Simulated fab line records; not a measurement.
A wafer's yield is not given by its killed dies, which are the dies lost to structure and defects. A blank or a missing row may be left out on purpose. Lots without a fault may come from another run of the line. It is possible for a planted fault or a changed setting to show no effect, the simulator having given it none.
Which tool is to blame? ; flow n5_finfet ; 28 wafers from 10 lots sampled at 5 of the route's 1938 steps

## WHAT THE GAUGES READ, wafer by wafer
N5_BEOL_M0_SAQP_CD_MEAS_14: target cd 42.5 nm. Usual: cd_nm at 42.6 nm, with a standard deviation of 0.37.
lot;measured;on;cd_nm (nm);flag
L788;day 5 15:02;cd_sem-02;42.5 42.2 42.4;
L790;day 5 22:50;cd_sem-02;42.9 43.1 42.9;
L791;day 6 08:55;cd_sem-02;42.5 42.8 42.4;
L792;day 6 13:53;cd_sem-02;42.5 42.2 41.7;
L795;day 7 03:27;cd_sem-01;42.2 42.3;
L796;day 7 13:05;cd_sem-01;42.4 42.1 42.3;
L797;day 7 19:53;cd_sem-01;42.0 42.4 42.1;
L807;day 10 08:02;cd_sem-03;42.4 43.1;
L809;day 10 18:26;cd_sem-02;42.1 42.2 42.2;
L810;day 10 22:08;cd_sem-02;42.0 42.6 42.2;

N5_BEOL_M0_SAQP_INSPECT_16: inspects for defects (brightfield). Usual: raw_defect_count at 498, with a standard deviation of 120.
lot;measured;on;raw_defect_count;flag
L788;day 5 15:05;defect_inspect-02;563 477 410;
L790;day 5 22:53;defect_inspect-01;525 405 439;
L791;day 6 08:59;defect_inspect-01;743 521 405;
L792;day 6 13:56;defect_inspect-02;569 621 661;
L795;day 7 03:30;defect_inspect-02;584 414;
L796;day 7 13:08;defect_inspect-02;587 558 448;
L797;day 7 19:57;defect_inspect-02;598 565 432;
L807;day 10 08:06;defect_inspect-01;516 399;
L809;day 10 18:29;defect_inspect-01;544 488 421;
L810;day 10 22:11;defect_inspect-02;531 553 501;

N5_BEOL_M4_RC_MEAS_101. Usual: DIBL_N 37.0 mV/V, standard deviation 1.6; DIBL_P 37.0 mV/V, standard deviation 2.1; IOFF_N 0.17 nA/um, standard deviation 0.032; IOFF_P 0.22 nA/um, standard deviation 0.043; ION_N 679 uA/um, standard deviation 13; ION_P 465 uA/um, standard deviation 9.5; SS_N 71.7 mV/dec, standard deviation 0.59; SS_P 73.6 mV/dec, standard deviation 0.64; VT_N 249 mV, standard deviation 3.2; VT_P -249 mV, standard deviation 4.1.
lot;measured;on;DIBL_N (mV/V);DIBL_P (mV/V);IOFF_N (nA/um);IOFF_P (nA/um);ION_N (uA/um);ION_P (uA/um);SS_N (mV/dec);SS_P (mV/dec);VT_N (mV);VT_P (mV);flag
L788;day 10 21:20;prober-01;36.1 37.7 35.1;34.2 34.9 34.2;0.13 0.15 0.12;0.17 0.18 0.17;663 662 656;454 453 450;71.3 71.9 72.3;73.7 73.6 73.1;252 252 257;-257 -256 -255;
L790;day 10 23:23;prober-01;37.1 36.9 35.1;37.7 37.9 35.9;0.15 0.15 0.13;0.20 0.20 0.19;663 678 679;453 467 467;72.1 71.6 71.2;74.2 74.0 73.1;252 253 253;-254 -254 -250;
L791;day 11 15:25;prober-02;39.7 36.7 38.7;40.1 36.3 38.5;0.21 0.14 0.18;0.25 0.18 0.22;700 675 689;472 464 468;72.9 71.8 72.4;74.7 73.7 74.1;248 254 248;-249 -253 -253;
L792;day 10 21:41;prober-02;39.1 34.8 36.4;40.2 35.0 37.1;0.24 0.13 0.18;0.30 0.19 0.23;680 659 685;467 463 468;72.0 71.8 72.3;74.4 73.2 73.3;245 254 250;-247 -249 -248;
L795;day 12 13:52;prober-01;39.5 38.1;38.6 37.6;0.20 0.16;0.24 0.23;681 688;461 471;72.1 71.3;72.5 73.8;247 249;-249 -249;
L796;day 13 07:55;prober-01;38.4 38.3 37.5;38.6 39.0 37.0;0.20 0.21 0.18;0.24 0.25 0.22;692 705 677;471 473 462;71.3 71.4 71.6;73.9 74.3 73.4;246 243 249;-247 -247 -248;
L797;day 13 16:23;prober-01;36.2 38.7 39.8;35.0 38.3 39.8;0.14 0.18 0.23;0.16 0.22 0.25;657 670 679;448 455 463;71.7 71.6 72.4;73.6 74.2 74.3;252 249 245;-256 -253 -249;
L807;day 15 07:17;prober-02;35.7 36.7;35.7 36.9;0.15 0.16;0.22 0.21;668 670;463 458;72.1 71.7;73.2 74.2;249 252;-248 -249;
L809;day 15 15:10;prober-01;35.7 35.9 35.4;37.3 37.6 36.7;0.13 0.14 0.13;0.16 0.17 0.16;671 675 655;455 451 441;71.9 71.2 71.5;73.7 73.8 73.3;256 251 251;-257 -258 -259;
L810;day 16 15:03;prober-02;38.4 39.6 39.7;39.5 40.4 40.2;0.22 0.26 0.25;0.32 0.36 0.35;700 719 707;492 489 487;71.9 72.6 72.2;74.2 75.2 74.7;243 241 242;-240 -240 -238;

## WHICH TOOL RAN EACH LOT (tool, then ch and the chambers of the sampled wafers, then the start)
lot;N5_BEOL_M0_SAQP_PECVD_00;N5_BEOL_M0_SAQP_ETCH_83
L788;pecvd-04 ch 0,1, day 5 12:17;rie_diel-06 ch 0,2,3, day 5 15:10
L790;pecvd-02 ch 0,2, day 5 21:22;rie_diel-01 ch 0,1,3, day 5 23:04
L791;pecvd-01 ch 0,2, day 6 07:11;rie_diel-06 ch 1,3, day 6 09:03
L792;pecvd-01 ch 0,1,2, day 6 13:06;rie_diel-04 ch 0,1,3, day 6 14:00
L795;pecvd-02 ch 0, day 7 00:43;rie_diel-06 ch 3, day 7 03:34
L796;pecvd-04 ch 0,1,2, day 7 11:58;rie_diel-06 ch 0,2,3, day 7 13:11
L797;pecvd-01 ch 0,2, day 7 17:06;rie_diel-04 ch 0,3, day 7 20:01
L807;pecvd-04 ch 0, day 10 06:40;rie_diel-06 ch 1,3, day 10 08:10
L809;pecvd-01 ch 1,2, day 10 16:52;rie_diel-04 ch 1,2,3, day 10 18:33
L810;pecvd-01 ch 0,1, day 10 19:54;rie_diel-01 ch 1,2, day 10 22:37
- N5_BEOL_M0_SAQP_PECVD_00: deposits SiCN from 3MS/NH3, target thk 8 nm, time 14 s.
- N5_BEOL_M0_SAQP_ETCH_83: etches SiARC in CF4, target depth 39 nm, time 65 s.

## WHAT THE TOOLS THEMSELVES READ (means of the sampled wafers that have a number; where no wafer has one, the mark that the record gives instead)
N5_BEOL_M0_SAQP_PECVD_00. Usual: showerhead_plenum_p_Torr 3.661 Torr, standard deviation 0.012; throttle_valve_pct 8.8 %, standard deviation 0.53.
lot;tool;showerhead_plenum_p_Torr (Torr);throttle_valve_pct (%);flag
L788;pecvd-04;3.658;9.1;
L790;pecvd-02;3.666;8.3;
L791;pecvd-01;3.652;8.9;
L792;pecvd-01;3.655;9.2;
L795;pecvd-02;3.663;8.3;
L796;pecvd-04;3.656;8.8;
L797;pecvd-01;3.643;9.5;
L807;pecvd-04;3.664;9.2;
L809;pecvd-01;3.655;8.4;
L810;pecvd-01;3.668;8.5;

N5_BEOL_M0_SAQP_ETCH_83. Usual: value, then standard deviation, for each; drypump_motor_current_A 5.8 A / 0.38; etch_rf_on_time_s 64.9 s / 1.4; mfc_ar_sccm 100.0 sccm / 0.34; oes_product_au 0.68 a.u. / 0.084; rf_vpp_V 184.1 V / 1.3; showerhead_plenum_p_Torr 2.13 Torr / 0.074; throttle_valve_pct 15.49 % / 0.21.
lot;tool;drypump_motor_current_A (A);etch_rf_on_time_s (s);mfc_ar_sccm (sccm);oes_product_au (a.u.);rf_vpp_V (V);showerhead_plenum_p_Torr (Torr);throttle_valve_pct (%);flag
L788;rie_diel-06;5.8;65.8;99.7;0.61;183.9;2.11;15.50;
L790;rie_diel-01;6.2;63.6;100.2;0.69;182.3;2.10;15.60;
L791;rie_diel-06;6.1;66.3;100.3;0.64;183.5;2.07;15.45;
L792;rie_diel-04;5.8;64.2;99.7;0.68;184.4;2.17;15.68;
L795;rie_diel-06;6.3;65.9;100.0;0.67;181.9;2.00;15.43;
L796;rie_diel-06;5.8;65.1;100.3;0.68;184.5;2.10;15.37;
L797;rie_diel-04;5.4;63.5;99.7;0.73;184.7;2.17;15.48;
L807;rie_diel-06;6.0;94.0;100.2;0.57;183.4;2.09;15.54;OFF
L809;rie_diel-04;5.8;63.5;100.2;0.77;184.3;2.15;15.54;
L810;rie_diel-01;6.1;63.6;100.0;0.71;183.8;2.10;15.43;

## THE ANSWER, worked out from the rows above alone
Rule: a lot is off if the mean of its wafers that have a number lies more than 3 standard deviations from the usual mean. A lot without any number at a reading at which 4 lots or more have one is off too. Any other lot the step has rows for is counted as sound. The gauges are gone through in route order, then the tools' own readings, and for those a lot's mean is taken as printed above. The first step at which some lot is off is used, and at that step the reading that is off furthest; a lot without a number counts as furthest.
Off: L807, at N5_BEOL_M0_SAQP_ETCH_83 (etch_rf_on_time_s).
A tool fits if, at that step or a process step before it, it ran every lot that is off, and no sound lot after the first of them. Undecided on this evidence; 2 tools fit (pecvd-04 at N5_BEOL_M0_SAQP_PECVD_00, rie_diel-06 at N5_BEOL_M0_SAQP_ETCH_83).

## WHAT THE SIMULATOR HAD PUT IN
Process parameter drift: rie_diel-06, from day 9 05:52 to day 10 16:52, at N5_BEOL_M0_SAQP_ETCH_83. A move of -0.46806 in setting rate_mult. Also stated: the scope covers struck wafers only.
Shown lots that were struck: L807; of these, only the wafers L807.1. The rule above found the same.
